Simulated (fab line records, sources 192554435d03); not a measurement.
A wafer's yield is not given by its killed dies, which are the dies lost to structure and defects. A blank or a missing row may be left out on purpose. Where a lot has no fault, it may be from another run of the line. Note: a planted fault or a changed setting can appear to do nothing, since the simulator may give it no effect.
Which tool did it? + flow n5_finfet + 8 lots, 24 wafers sampled, at 6 steps of a route of 1938

== WHAT THE GAUGES READ, wafer by wafer ==
N5_SD_EPI_N_CD_MEAS_09 targets a cd of 120 nm.
| lot  | measured    | on        | cd_nm (nm)        |
|------|-------------|-----------|-------------------|
| L763 | day 3 08:36 | cd_sem-01 | 121.0 119.5 120.1 |
| L765 | day 3 19:12 | cd_sem-03 | 119.1 119.3 118.6 |
| L771 | day 5 08:02 | cd_sem-02 | 124.7 124.4 124.5 |
| L772 | day 5 16:32 | cd_sem-01 | 123.5 123.2 122.9 |
| L775 | day 6 05:28 | cd_sem-03 | 120.3 120.6 120.6 |
| L777 | day 6 18:59 | cd_sem-03 | 120.8 120.9 120.5 |
| L784 | day 8 14:35 | cd_sem-02 | 119.5 120.1 120.2 |
| L785 | day 8 17:29 | cd_sem-03 | 119.7 119.1 119.9 |

N5_BEOL_M4_RC_MEAS_101.
| lot  | measured     | on        | DIBL_N (mV/V)  | DIBL_P (mV/V)  | IOFF_N (nA/um)    | IOFF_P (nA/um) | ION_N (uA/um) | ION_P (uA/um) | SS_N (mV/dec)  | SS_P (mV/dec)  | VT_N (mV)         | VT_P (mV)      |
|------|--------------|-----------|----------------|----------------|-------------------|----------------|---------------|---------------|----------------|----------------|-------------------|----------------|
| L763 | day 7 23:52  | prober-01 | 36.0 35.7 36.9 | 35.3 35.0 35.9 | 0.151 0.147 0.168 | 0.23 0.22 0.24 | 682 677 679   | 472 471 469   | 71.9 72.0 71.3 | 73.1 72.9 72.6 | 250.8 251.0 247.8 | -246 -246 -245 |
| L765 | day 8 06:26  | prober-02 | 35.5 35.4 37.9 | 36.6 36.2 39.3 | 0.160 0.146 0.207 | 0.20 0.18 0.24 | 675 661 679   | 456 450 463   | 71.5 71.3 71.7 | 73.7 73.5 75.0 | 248.2 250.2 244.5 | -252 -257 -249 |
| L771 | day 10 06:21 | prober-02 | 39.1 37.1 38.8 | 38.8 35.5 38.1 | 0.219 0.158 0.207 | 0.26 0.21 0.25 | 698 676 698   | 476 466 471   | 72.2 71.5 71.7 | 73.5 73.5 73.9 | 243.5 249.8 244.3 | -246 -249 -246 |
| L772 | day 10 10:08 | prober-02 | 36.3 36.3 36.1 | 35.8 35.8 35.7 | 0.159 0.161 0.152 | 0.21 0.21 0.21 | 687 685 668   | 467 472 458   | 71.9 71.1 70.8 | 73.7 74.1 73.5 | 249.2 248.0 249.3 | -251 -251 -250 |
| L775 | day 11 02:11 | prober-01 | 37.0 37.7 36.5 | 35.7 36.9 35.4 | 0.143 0.156 0.135 | 0.17 0.18 0.16 | 665 684 667   | 455 458 454   | 72.0 72.1 71.4 | 73.3 73.2 73.1 | 250.7 249.1 252.3 | -259 -258 -259 |
| L777 | day 11 12:38 | prober-02 | 37.7 35.5 35.6 | 36.7 34.2 34.6 | 0.170 0.130 0.140 | 0.20 0.16 0.17 | 672 667 671   | 455 460 460   | 71.7 70.6 71.4 | 74.1 73.1 73.3 | 250.4 253.5 252.1 | -252 -256 -254 |
| L784 | day 14 02:38 | prober-02 | 37.1 36.2 36.1 | 37.7 36.1 36.2 | 0.179 0.154 0.154 | 0.23 0.20 0.20 | 668 657 670   | 464 455 460   | 71.8 71.2 71.6 | 74.1 73.4 73.5 | 247.6 252.0 250.1 | -249 -253 -253 |
| L785 | day 14 02:44 | prober-01 | 35.8 35.0 35.1 | 35.8 34.4 34.8 | 0.156 0.141 0.140 | 0.19 0.17 0.17 | 678 674 681   | 464 452 464   | 71.4 72.0 71.5 | 73.8 73.3 72.8 | 248.1 251.6 248.5 | -253 -255 -254 |

== WHAT TOOL EACH LOT RAN ON (gives the tool, then ch and the chambers of the sampled wafers, and finally the start) ==
| lot  | N5_DUMMY_GATE_STRIP_41            | N5_DUMMY_GATE_HM_OPEN_21          | N5_SD_EPI_N_EXPOSE_06             | N5_SD_EPI_N_ETCH_16               |
|------|-----------------------------------|-----------------------------------|-----------------------------------|-----------------------------------|
| L763 | rie_diel-04 ch 0,1,2, day 3 07:01 | rie_diel-04 ch 0,1,2, day 3 07:04 | arfi_scanner-02 ch 0, day 3 08:28 | rie_diel-03 ch 0,1,3, day 3 09:18 |
| L765 | rie_diel-04 ch 0,2, day 3 17:31   | rie_diel-04 ch 0,2, day 3 17:34   | arfi_scanner-01 ch 0, day 3 19:05 | rie_diel-03 ch 0,1,3, day 3 20:01 |
| L771 | rie_diel-06 ch 0,3, day 5 06:16   | rie_diel-06 ch 0,3, day 5 06:19   | arfi_scanner-03 ch 0, day 5 07:55 | rie_diel-03 ch 0,2,3, day 5 08:54 |
| L772 | rie_diel-05 ch 0,2,3, day 5 13:53 | rie_diel-05 ch 0,2,3, day 5 13:55 | arfi_scanner-03 ch 0, day 5 16:25 | rie_diel-02 ch 0,1,3, day 5 17:37 |
| L775 | rie_diel-04 ch 0,1,2, day 6 03:46 | rie_diel-04 ch 0,1,2, day 6 03:48 | arfi_scanner-02 ch 0, day 6 05:20 | rie_diel-03 ch 2,3, day 6 06:10   |
| L777 | rie_diel-05 ch 0,1, day 6 17:16   | rie_diel-05 ch 0,1, day 6 17:18   | arfi_scanner-01 ch 0, day 6 18:52 | rie_diel-03 ch 0,1,2, day 6 19:41 |
| L784 | rie_diel-06 ch 0,3, day 8 10:46   | rie_diel-06 ch 0,3, day 8 10:49   | arfi_scanner-01 ch 0, day 8 14:28 | rie_diel-02 ch 1,2,3, day 8 15:20 |
| L785 | rie_diel-05 ch 0,2, day 8 15:25   | rie_diel-05 ch 0,2, day 8 15:27   | arfi_scanner-02 ch 0, day 8 17:22 | rie_diel-03 ch 2,3, day 8 18:12   |
- N5_DUMMY_GATE_STRIP_41: strips in O2.
- N5_DUMMY_GATE_HM_OPEN_21: chemistry CH3F/O2, target SiNx, target depth 120 nm, time 171.4 s.
- N5_SD_EPI_N_EXPOSE_06: exposes mask SD N BLK, target cd 120 nm.
- N5_SD_EPI_N_ETCH_16: etches SiO2 in CHF3/O2, target depth 5 nm.

== WHAT THE TOOLS THEMSELVES READ (means of the sampled wafers that have a number; where no wafer has one, the mark that the record gives instead) ==
N5_DUMMY_GATE_STRIP_41.
| lot  | tool        | chamber_pressure_mTorr (mTorr) | drypump_motor_current_A (A) | oes_product_au (a.u.) | rf_vpp_V (V) | showerhead_plenum_p_Torr (Torr) | throttle_valve_pct (%) |
|------|-------------|--------------------------------|-----------------------------|-----------------------|--------------|---------------------------------|------------------------|
| L763 | rie_diel-04 | 29.999                         | 6.0                         | 0.77                  | 3.8          | 2.10                            | 16.85                  |
| L765 | rie_diel-04 | 30.040                         | 5.9                         | 0.82                  | 3.2          | 2.06                            | 16.84                  |
| L771 | rie_diel-06 | 30.024                         | 5.6                         | 0.74                  | 3.2          | 2.17                            | 16.55                  |
| L772 | rie_diel-05 | 30.015                         | 5.6                         | 0.84                  | 3.8          | 2.11                            | 16.64                  |
| L775 | rie_diel-04 | 29.975                         | 6.0                         | 0.73                  | 3.7          | 2.09                            | 16.89                  |
| L777 | rie_diel-05 | 30.008                         | 5.6                         | 0.72                  | 3.4          | 2.06                            | 16.89                  |
| L784 | rie_diel-06 | 30.020                         | 5.4                         | 0.73                  | 4.3          | 2.17                            | 16.56                  |
| L785 | rie_diel-05 | 30.009                         | 5.4                         | 0.82                  | 3.4          | 2.13                            | 16.71                  |

N5_DUMMY_GATE_HM_OPEN_21.
| lot  | tool        | chamber_pressure_mTorr (mTorr) | drypump_motor_current_A (A) | oes_product_au (a.u.) | rf_vpp_V (V) | showerhead_plenum_p_Torr (Torr) | throttle_valve_pct (%) |
|------|-------------|--------------------------------|-----------------------------|-----------------------|--------------|---------------------------------|------------------------|
| L763 | rie_diel-04 | 29.982                         | 6.0                         | 0.77                  | 302          | 2.02                            | 16.64                  |
| L765 | rie_diel-04 | 29.997                         | 5.9                         | 0.82                  | 300          | 1.98                            | 16.58                  |
| L771 | rie_diel-06 | 29.993                         | 5.6                         | 0.74                  | 303          | 2.09                            | 16.35                  |
| L772 | rie_diel-05 | 29.990                         | 5.6                         | 0.83                  | 298          | 2.04                            | 16.43                  |
| L775 | rie_diel-04 | 30.003                         | 6.0                         | 0.73                  | 302          | 2.01                            | 16.70                  |
| L777 | rie_diel-05 | 29.982                         | 5.7                         | 0.72                  | 301          | 1.98                            | 16.68                  |
| L784 | rie_diel-06 | 30.023                         | 5.4                         | 0.73                  | 303          | 2.09                            | 16.37                  |
| L785 | rie_diel-05 | 30.010                         | 5.4                         | 0.81                  | 299          | 2.06                            | 16.53                  |

N5_SD_EPI_N_EXPOSE_06.
| lot  | tool            | exposure_dose_mJ_cm2 | focus_offset_nm (nm) |
|------|-----------------|----------------------|----------------------|
| L763 | arfi_scanner-02 | 39.76                | -0.0                 |
| L765 | arfi_scanner-01 | 39.72                | 0.1                  |
| L771 | arfi_scanner-03 | 42.58                | -0.4                 |
| L772 | arfi_scanner-03 | 41.97                | -0.1                 |
| L775 | arfi_scanner-02 | 39.77                | 0.2                  |
| L777 | arfi_scanner-01 | 39.76                | 0.0                  |
| L784 | arfi_scanner-01 | 39.68                | -0.6                 |
| L785 | arfi_scanner-02 | 39.83                | 0.6                  |

N5_SD_EPI_N_ETCH_16.
| lot  | tool        | chamber_pressure_mTorr (mTorr) | drypump_motor_current_A (A) | oes_product_au (a.u.) | rf_vpp_V (V) | showerhead_plenum_p_Torr (Torr) | throttle_valve_pct (%) |
|------|-------------|--------------------------------|-----------------------------|-----------------------|--------------|---------------------------------|------------------------|
| L763 | rie_diel-03 | 29.997                         | 6.1                         | 0.73                  | 523          | 2.43                            | 18.88                  |
| L765 | rie_diel-03 | 30.014                         | 6.1                         | 0.72                  | 523          | 2.43                            | 18.90                  |
| L771 | rie_diel-03 | 30.003                         | 6.3                         | 0.72                  | 526          | 2.36                            | 18.91                  |
| L772 | rie_diel-02 | 30.021                         | 5.4                         | 0.79                  | 524          | 2.40                            | 18.72                  |
| L775 | rie_diel-03 | 29.979                         | 6.4                         | 0.73                  | 527          | 2.33                            | 18.94                  |
| L777 | rie_diel-03 | 29.973                         | 6.2                         | 0.71                  | 526          | 2.39                            | 18.79                  |
| L784 | rie_diel-02 | 29.998                         | 5.4                         | 0.81                  | 522          | 2.40                            | 18.94                  |
| L785 | rie_diel-03 | 30.010                         | 6.3                         | 0.70                  | 522          | 2.35                            | 19.12                  |

== THE ANSWER, worked out from the rows above alone ==
Rule: the usual values come from the lots themselves. The widest of any qualifying gaps counts: lots, ordered by their means at a reading, are off when they make up no more than a third of the lots, leave a main group of 4 or more, and stand apart from it by 3 or more times the standard deviation of that group's means. The tables above print the reading to a certain number of digits; a main group whose means all agree to those digits is not used. Also off: a lot with no number at a reading for which 4 or more lots have one. Any other lot the step has rows for is counted as sound. First the gauges in route order, then the tools' own readings, where a lot's mean is used as printed above. At the first step where some lot is off, the reading lying furthest off is the one used; lots without a number count as furthest.
Off: L771, L772, at N5_SD_EPI_N_CD_MEAS_09 (cd_nm). Main group: mean 120.0 nm, sd 0.58.
If a tool, at a process step before that reading, ran all the lots that are off and no sound lot after the first of them, it fits. The gauges at N5_SD_EPI_N_CD_MEAS_09 aren't tried: what is off there is off at N5_SD_EPI_N_EXPOSE_06 too, on other tools, and a gauge's error can't cause that. One fits: N5_SD_EPI_N_EXPOSE_06 on arfi_scanner-03. It ran no sound lot before its first lot that is off in this sample, so the start can't be narrowed down.
On the lots that are off, the tool's own readings at N5_SD_EPI_N_EXPOSE_06 differ by more than 5 times the standard deviation of the sound lots' means, which bears it out; exposure_dose_mJ_cm2 reads 42.27 there versus 39.75 on the sound lots.

== WHAT HAD BEEN PUT IN BY THE SIMULATOR ==
Process parameters drifting: arfi_scanner-03 at N5_SD_EPI_N_EXPOSE_06, beginning at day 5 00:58. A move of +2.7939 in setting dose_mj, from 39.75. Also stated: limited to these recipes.
Lots struck among those shown: L771, L772. The same result came from the rule above.
